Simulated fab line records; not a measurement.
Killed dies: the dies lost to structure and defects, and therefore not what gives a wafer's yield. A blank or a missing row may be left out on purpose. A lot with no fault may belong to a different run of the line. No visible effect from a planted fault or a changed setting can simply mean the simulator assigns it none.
A lot that was struck, set against a sound lot	flow n5_finfet	34 out of 1938 route steps
Sound: wafers L209.2, L209.4, L209.6. Struck: wafer L215.3 (left out: L215.2, L215.6 of the same lot, which were not struck); the cause appears at the end.
At each step with rows: each side's tool, then ch and its chambers, then its first start. Under that, the readings that differ: sound wafers	struck wafers	difference of the means	sigmas: that difference in standard deviations of wafers without a fault.
alike: words and numbers the same on both sides, and readings whose means are apart by under 2 such deviations; not compared: readings that were withheld, readings missing a value for some wafer, numbers with overlapping values and no deviation given by the record, and bounds like >300 which may hide the same value.
Wherever a step has rows on one side only, a row that says differs or no value, or a row with sigmas, the two part there. Non-overlapping numbers with no deviation appear without sigmas and do not part them. Lack of a reading on every wafer of one side parts them only where that side has two or more wafers.

first, 2 steps without rows for these wafers: N5_BEOL_M6_PRECLEAN_42 (cleans in residue remover, time 60 s); N5_BEOL_M6_SRD_43 (time 30 s).
N5_BEOL_M6_CD_MEAS_35: target cd 40 nm, target cd y 28 nm.
  struck on cd_sem-03, day 12 13:41; sound on cd_sem-01, day 10 14:47
  alike: cd_nm
N5_BEOL_M6_CURE_75: cures SiCOH lowk, time 120 s.
  sound on uv_cure-01 ch 1, day 10 14:53; struck on uv_cure-03 ch 1, day 12 13:46
reading	sound	struck	difference	sigmas
wafer_temp_C_max	371.2 371.0 371.2	372.7	+1.6	+3
  alike: lamp_power_pct
N5_BEOL_M6_DEGAS_44: time 60 s.
  struck on pvd_sputter-01, day 12 14:20; sound on pvd_sputter-01, day 10 15:19
  alike: heater_power_w
N5_BEOL_M6_PRE_CLEAN_45: time 30 s.
  struck on pvd_sputter-01, day 12 14:23; sound on pvd_sputter-01, day 10 15:22
  alike: heater_power_w
then, 3 steps without rows for these wafers: N5_BEOL_M6_ALD_77 (deposits TaN, target thk 2 nm, pulse time 2 s, purge time 3 s); N5_BEOL_M6_SURFACE_TREAT_79; N5_BEOL_M6_CVD_78 (deposits Co from CCTBA/H2, target thk 2 nm, time 142.3 s).
N5_BEOL_M6_SPUTTER_48: material Cu, target thk 10 nm, time 1.667 s.
  struck on pvd_sputter-03, day 12 14:55; sound on pvd_sputter-03, day 10 15:59
  alike: cathode_dc_power_W, throttle_valve_pct
then, 2 steps without rows for these wafers: N5_BEOL_M6_ECD_50 (material Cu, target thk 300 nm); N5_BEOL_M6_ANNEAL_51 (time 90 s).
N5_BEOL_M6_CMP_52: polishes, stops on SiCOH lowk, t overpolish 6.9 s, target thk 80 nm.
  sound on cmp-02 ch 0,3, day 10 16:51; struck on cmp-01 ch 0, day 12 15:31
reading	sound	struck	difference	sigmas
time_to_endpoint_s (s)	58.2 60.6 59.5	64.3	+4.9	+2
  alike: barrier_field_endpoint_s, motor_current_A, overpolish_run_s, slurry_flow_ml_min
then, 1 step without rows for these wafers: N5_BEOL_M6_PRE_CLEAN_55 (time 15 s).
N5_BEOL_M6_DEP_56: deposits SiCN from 3MS/NH3, target thk 10 nm, time 17.5 s.
  sound on pecvd-03 ch 0,1,2, day 10 17:13; struck on pecvd-04 ch 0, day 12 15:53
  alike: showerhead_plenum_p_Torr, showerhead_vpp_V, throttle_valve_pct
N5_BEOL_M6_INSPECT_58: inspects for defects (darkfield).
  struck on defect_inspect-02, day 12 15:58; sound on defect_inspect-01, day 10 17:19
reading	sound	struck	difference	sigmas
raw_defect_count	44 65 39	927	+878	+44
then, 2 steps without rows for these wafers: N5_BEOL_M7_ILD_DEP_00 (deposits SiCOH lowk from DEMS/porogen, target thk 179.75 nm, time 33.4 s); N5_BEOL_M7_CURE_74 (cures SiCOH lowk, time 240 s).
N5_BEOL_M7_THK_MEAS_01:
  struck on film_metro-01, day 12 17:39; sound on film_metro-01, day 10 17:56
reading	sound	struck	difference	sigmas
M7_ILD_THK (nm)	154.0 158.3 157.3	151.9	-4.6	-2
then, 10 steps without rows for these wafers: N5_BEOL_M7_PECVD_70 (deposits SiO2 from TEOS/O2, target thk 20 nm, time 22.7 s); N5_BEOL_M7_HM_DEP_02 (deposits TiN, target thk 20 nm); N5_BEOL_M7_COAT_59 (time 60 s, resist thk 100 nm); N5_BEOL_M7_COAT_60 (time 60 s, resist thk 35 nm); N5_BEOL_M7_COAT_05 (resist thk 90 nm); N5_BEOL_M7_EBR_07; N5_BEOL_M7_SOFTBAKE_06 (time 60 s); N5_BEOL_M7_EXPOSE_08 (exposes mask M7); N5_BEOL_M7_PEB_09 (peb time 60 s); N5_BEOL_M7_DEVELOP_10 (develop time 30 s).
N5_BEOL_M7_CD_MEAS_11 targets a cd of 38.5 nm.
  sound on cd_sem-03 ch 0, day 10 20:19; struck on cd_sem-02 ch 0, day 12 19:44
  alike: cd_nm
N5_BEOL_M7_OVL_MEAS_12:
  sound on overlay-02 ch 0, day 10 20:21; struck on overlay-01 ch 0, day 12 19:46
  alike: M7_OVL
N5_BEOL_M7_INSPECT_13: inspects for defects (brightfield).
  struck on defect_inspect-02, day 12 19:47; sound on defect_inspect-02, day 10 20:23
reading	sound	struck	difference	sigmas
raw_defect_count	303 248 393	1244	+929	+11
then, 1 step without rows for these wafers: N5_BEOL_M7_DESCUM_16 (chemistry O2, time 7.9 s).
-- a jump in the record: the struck wafers' starts before and after are 4 days apart (it breaks off in module BEOL_M7 and resumes in module PASSIVATION, where the first step shown is number 1936 of the route) --
N5_PASSIVATION_PROBE_49:
  the record has rows for the struck wafers here (prober-02, day 16 11:16) and none for the sound ones

WHERE THEY PART
At N5_BEOL_M6_CURE_75 first; at N5_PASSIVATION_PROBE_49 last (within this record only).

WHY: the cause the simulator had injected
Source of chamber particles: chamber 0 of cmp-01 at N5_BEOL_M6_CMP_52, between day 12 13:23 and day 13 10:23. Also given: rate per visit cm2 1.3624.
